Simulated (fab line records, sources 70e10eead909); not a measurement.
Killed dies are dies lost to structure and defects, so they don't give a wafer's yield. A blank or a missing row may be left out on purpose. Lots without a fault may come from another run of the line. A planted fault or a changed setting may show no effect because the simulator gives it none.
Which tool did it? | flow nand_harc | 14 lots, 42 wafers sampled, at 6 steps of a route of 1302

WHAT THE GAUGES READ, wafer by wafer
NHARC_A_ZERO_WELL_INSPECT_17. Usual: raw_defect_count 10, standard deviation 5.3.
lot  | measured     | on                | raw_defect_count | flag
L678 | day 6 22:32  | defect_inspect-02 | 17 19 15         |
L679 | day 7 05:18  | defect_inspect-01 | 5 13 6           |
L680 | day 7 13:08  | defect_inspect-02 | 11 25 16         |
L682 | day 8 13:44  | defect_inspect-02 | 17 7 11          |
L685 | day 10 03:15 | defect_inspect-01 | 5 4 3            |
L686 | day 10 08:23 | defect_inspect-02 | 22 5 15          |
L687 | day 10 22:46 | defect_inspect-02 | 0 3 21           |
L691 | day 12 00:41 | defect_inspect-02 | 5 5 6            |
L693 | day 13 06:29 | defect_inspect-01 | 2 7 4            |
L696 | day 14 08:40 | defect_inspect-02 | 4 10 7           |
L697 | day 14 15:14 | defect_inspect-01 | 14 8 13          |
L698 | day 15 11:57 | defect_inspect-01 | 13 21 17         |
L699 | day 15 12:36 | defect_inspect-01 | 3 6 6            |
L700 | day 16 00:35 | defect_inspect-01 | 16 11 14         |

NHARC_A_ONON_D1_THK_MEAS_30: measures by ellipsometry. Usual: thk_nm 1001 nm, standard deviation 7.5.
lot  | measured     | on            | thk_nm (nm)    | flag
L678 | day 8 12:27  | film_metro-02 | 1000 1000 999  |
L679 | day 8 12:26  | film_metro-01 | 1005 1003 1002 |
L680 | day 9 00:32  | film_metro-02 | 1014 1013 1012 |
L682 | day 10 01:38 | film_metro-02 | 1010 1009 1011 |
L685 | day 11 13:43 | film_metro-02 | 1580 1581 1582 | OFF
L686 | day 11 19:52 | film_metro-01 | 1569 1566 1569 | OFF
L687 | day 12 07:56 | film_metro-01 | 1570 1569 1571 | OFF
L691 | day 13 10:08 | film_metro-01 | 991 989 991    |
L693 | day 14 15:58 | film_metro-02 | 994 994 995    |
L696 | day 15 17:19 | film_metro-02 | 991 992 991    |
L697 | day 16 00:02 | film_metro-02 | 999 996 997    |
L698 | day 16 22:17 | film_metro-01 | 994 993 990    |
L699 | day 16 22:26 | film_metro-01 | 1003 1003 1003 |
L700 | day 17 11:26 | film_metro-01 | 1011 1011 1011 |

NHARC_END_SORT_01. Usual: killed_at_array 59, standard deviation 21; killed_at_other 1.0, standard deviation 1.1; killed_at_periphery 4.0, standard deviation 2.6; killed_dies 64, standard deviation 21; killed_open 3.2, standard deviation 1.7; killed_short 2.5, standard deviation 1.5.
lot  | measured     | on        | killed_at_array | killed_at_other | killed_at_periphery | killed_dies | killed_open | killed_short | flag
L686 | day 28 05:12 | prober-01 | 671 669 671     | 2 5 3           | 4 3 3               | 677 677 677 | 2 4 3       | 2 3 2        | OFF

WHICH TOOL RAN EACH LOT (tool, then ch and the chambers of the sampled wafers, then the start)
lot  | NHARC_P_BONDPAD_PVD_17                  | NHARC_A_ZERO_WELL_RTA_16         | NHARC_A_ONON_D1_DEP_28
L678 | pvd_sputter-01, day 6 22:22 or earlier  | rtp_anneal-01 ch 0, day 6 22:22  | pecvd_onon-02 ch 0, day 8 12:00
L679 | pvd_sputter-01, day 7 05:08 or earlier  | rtp_anneal-02 ch 0, day 7 05:08  | pecvd_onon-03 ch 0, day 8 11:59
L680 | pvd_sputter-03, day 7 12:56 or earlier  | rtp_anneal-01 ch 0, day 7 12:56  | pecvd_onon-03 ch 0, day 9 00:02
L682 | pvd_sputter-02, day 8 13:34 or earlier  | rtp_anneal-01 ch 0, day 8 13:34  | pecvd_onon-02 ch 0, day 10 01:11
L685 | pvd_sputter-02, day 10 03:08 or earlier | rtp_anneal-02 ch 0, day 10 03:08 | pecvd_onon-02 ch 0, day 11 13:23
L686 | pvd_sputter-01, day 10 08:11 or earlier | rtp_anneal-02 ch 0, day 10 08:11 | pecvd_onon-02 ch 0, day 11 19:21
L687 | pvd_sputter-02, day 10 22:34 or earlier | rtp_anneal-01 ch 0, day 10 22:34 | pecvd_onon-02 ch 0, day 12 07:25
L691 | pvd_sputter-02, day 12 00:29 or earlier | rtp_anneal-01 ch 0, day 12 00:29 | pecvd_onon-04 ch 0, day 13 09:37
L693 | pvd_sputter-01, day 13 06:17 or earlier | rtp_anneal-01 ch 0, day 13 06:17 | pecvd_onon-03 ch 0, day 14 15:27
L696 | pvd_sputter-02, day 14 08:29 or earlier | rtp_anneal-01 ch 0, day 14 08:29 | pecvd_onon-03 ch 0, day 15 16:48
L697 | pvd_sputter-01, day 14 15:02 or earlier | rtp_anneal-02 ch 0, day 14 15:02 | pecvd_onon-02 ch 0, day 15 23:32
L698 | pvd_sputter-01, day 15 11:45 or earlier | rtp_anneal-01 ch 0, day 15 11:45 | pecvd_onon-03 ch 0, day 16 21:47
L699 | pvd_sputter-02, day 15 12:24 or earlier | rtp_anneal-02 ch 0, day 15 12:24 | pecvd_onon-04 ch 0, day 16 21:56
L700 | pvd_sputter-02, day 16 00:23 or earlier | rtp_anneal-01 ch 0, day 16 00:23 | pecvd_onon-02 ch 0, day 17 10:55
- NHARC_P_BONDPAD_PVD_17: deposits TaN, target thk 5 nm, time 8.06 s.
- NHARC_A_ZERO_WELL_RTA_16: time 10 s.
- NHARC_A_ONON_D1_DEP_28: target thk 1000 nm.

WHAT THE TOOLS THEMSELVES READ (means of the sampled wafers that have a number; where no wafer has one, the mark that the record gives instead)
NHARC_P_BONDPAD_PVD_17. Usual: throttle_valve_pct 30.4 %, standard deviation 1.2.
lot  | tool           | throttle_valve_pct (%) | flag
L678 | pvd_sputter-01 | 31.0                   |
L679 | pvd_sputter-01 | 30.9                   |
L680 | pvd_sputter-03 | 30.0                   |
L682 | pvd_sputter-02 | 28.8                   |
L685 | pvd_sputter-02 | 29.8                   |
L686 | pvd_sputter-01 | 32.2                   |
L687 | pvd_sputter-02 | 30.1                   |
L691 | pvd_sputter-02 | 29.4                   |
L693 | pvd_sputter-01 | 31.5                   |
L696 | pvd_sputter-02 | 29.6                   |
L697 | pvd_sputter-01 | 31.3                   |
L698 | pvd_sputter-01 | 31.0                   |
L699 | pvd_sputter-02 | 29.5                   |
L700 | pvd_sputter-02 | 30.1                   |

NHARC_A_ZERO_WELL_RTA_16. Usual: lamp_power_pct 30.0 %, standard deviation 2.7; lamp_zone_2_pct 30.0 %, standard deviation 2.7; lamp_zone_4_pct 30.0 %, standard deviation 2.7; lamp_zone_5_pct 30.0 %, standard deviation 2.7; wafer_temp_C_max 1006.2, standard deviation 1.7.
lot  | tool          | lamp_power_pct (%) | lamp_zone_2_pct (%) | lamp_zone_4_pct (%) | lamp_zone_5_pct (%) | wafer_temp_C_max | flag
L678 | rtp_anneal-01 | 32.1               | 32.1                | 32.1                | 32.1                | 1007.6           |
L679 | rtp_anneal-02 | 26.6               | 26.6                | 26.6                | 26.6                | 1005.2           |
L680 | rtp_anneal-01 | 32.1               | 32.1                | 32.1                | 32.1                | 1007.8           |
L682 | rtp_anneal-01 | 32.1               | 32.1                | 32.1                | 32.1                | 1007.4           |
L685 | rtp_anneal-02 | 26.6               | 26.6                | 26.6                | 26.6                | 1005.0           |
L686 | rtp_anneal-02 | 26.6               | 26.6                | 26.6                | 26.6                | 1004.0           |
L687 | rtp_anneal-01 | 32.1               | 32.1                | 32.1                | 32.1                | 1008.1           |
L691 | rtp_anneal-01 | 32.1               | 32.1                | 32.1                | 32.1                | 1006.7           |
L693 | rtp_anneal-01 | 32.1               | 32.1                | 32.1                | 32.1                | 1006.7           |
L696 | rtp_anneal-01 | 32.1               | 32.1                | 32.1                | 32.1                | 1006.2           |
L697 | rtp_anneal-02 | 26.6               | 26.6                | 26.6                | 26.6                | 1004.1           |
L698 | rtp_anneal-01 | 32.1               | 32.1                | 32.1                | 32.1                | 1008.4           |
L699 | rtp_anneal-02 | 26.6               | 26.6                | 26.6                | 26.6                | 1003.9           |
L700 | rtp_anneal-01 | 32.1               | 32.1                | 32.1                | 32.1                | 1007.0           |

THE ANSWER, worked out from the rows above alone
Rule: a lot is off if the mean of its wafers that have a number lies more than 3 standard deviations from the usual mean. A lot without any number at a reading at which 4 lots or more have one is off too. The other lots that the step has rows for count as sound. The gauges are gone through in route order, then the tools' own readings, and for those a lot's mean is taken as printed above. The first step at which some lot is off is used, and at that step the reading that is off furthest; a lot without a number counts as furthest.
Off: L685, L686, L687, at NHARC_A_ONON_D1_THK_MEAS_30 (thk_nm).
A tool fits if, at a process step before that reading, it ran every lot that is off, and no sound lot after the first of them. The gauges at NHARC_A_ONON_D1_THK_MEAS_30 are tried like those tools. NHARC_P_BONDPAD_PVD_17 gives no start for some lots, so the hours and the order of its lots are those of NHARC_A_ZERO_WELL_RTA_16. None of those tried fits.

WHAT THE SIMULATOR HAD PUT IN
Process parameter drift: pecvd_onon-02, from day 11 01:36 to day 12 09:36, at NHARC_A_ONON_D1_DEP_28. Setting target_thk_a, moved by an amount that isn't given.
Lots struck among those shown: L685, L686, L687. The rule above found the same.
